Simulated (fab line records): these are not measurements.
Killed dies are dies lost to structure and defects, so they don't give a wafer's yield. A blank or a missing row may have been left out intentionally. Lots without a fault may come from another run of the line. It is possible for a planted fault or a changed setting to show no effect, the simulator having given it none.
Matching of chambers -- flow n5_finfet -- N5_BEOL_M2_PECVD_72 on pecvd-02: 3 sister chambers
The step deposits SiO2 from TEOS/O2, target thk 16 nm, time 18 s. 6 wafers are shown with their chamber, then 8 later ones without.

WAFERS, EACH WITH ITS CHAMBER
wafer,chamber,throttle_valve_pct (%),showerhead_plenum_p_Torr (Torr)
L082.5,2,22.8,8.83
L083.5,1,22.5,8.87
L083.6,2,23.0,8.83
L084.5,0,24.4,8.73
L084.6,1,22.4,8.85
L089.1,0,25.0,8.75

WAFERS MISSING THEIR CHAMBER
wafer,throttle_valve_pct (%),showerhead_plenum_p_Torr (Torr)
L089.2,23.0,8.86
L089.5,24.5,8.75
L088.1,22.9,8.85
L088.3,24.7,8.72
L088.5,22.4,8.88
L097.1,24.8,8.74
L097.5,24.7,8.72
L097.6,22.6,8.85

CHAMBER TAKEN BY EACH
wafer,from the rows above,in truth
L089.2,can't be placed: 1 or 2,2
L089.5,0,0
L088.1,can't be placed: 2 or 1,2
L088.3,0,0
L088.5,1,1
L097.1,0,0
L097.5,0,0
L097.6,can't be placed: 1 or 2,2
Correctly placed: 5 of 8. Can't be placed from these rows: 3 (the true chamber is among the candidates in 3). 0 placed wrongly.
How it was worked out, from the rows above alone: a wafer's distance from a chamber is the root of the sum, over the readings, of the square of ((its reading less the chamber's mean) divided by the reading's scatter). The wafer belongs to the nearest chamber; if the next one is less than 2 further off, it can't be placed. The mean given for a chamber averages the wafers shown for that chamber. How the scatter is found: for the shown wafers, subtract from each reading the mean of its chamber, square and add these, divide the total by (wafers less chambers), then take the root.
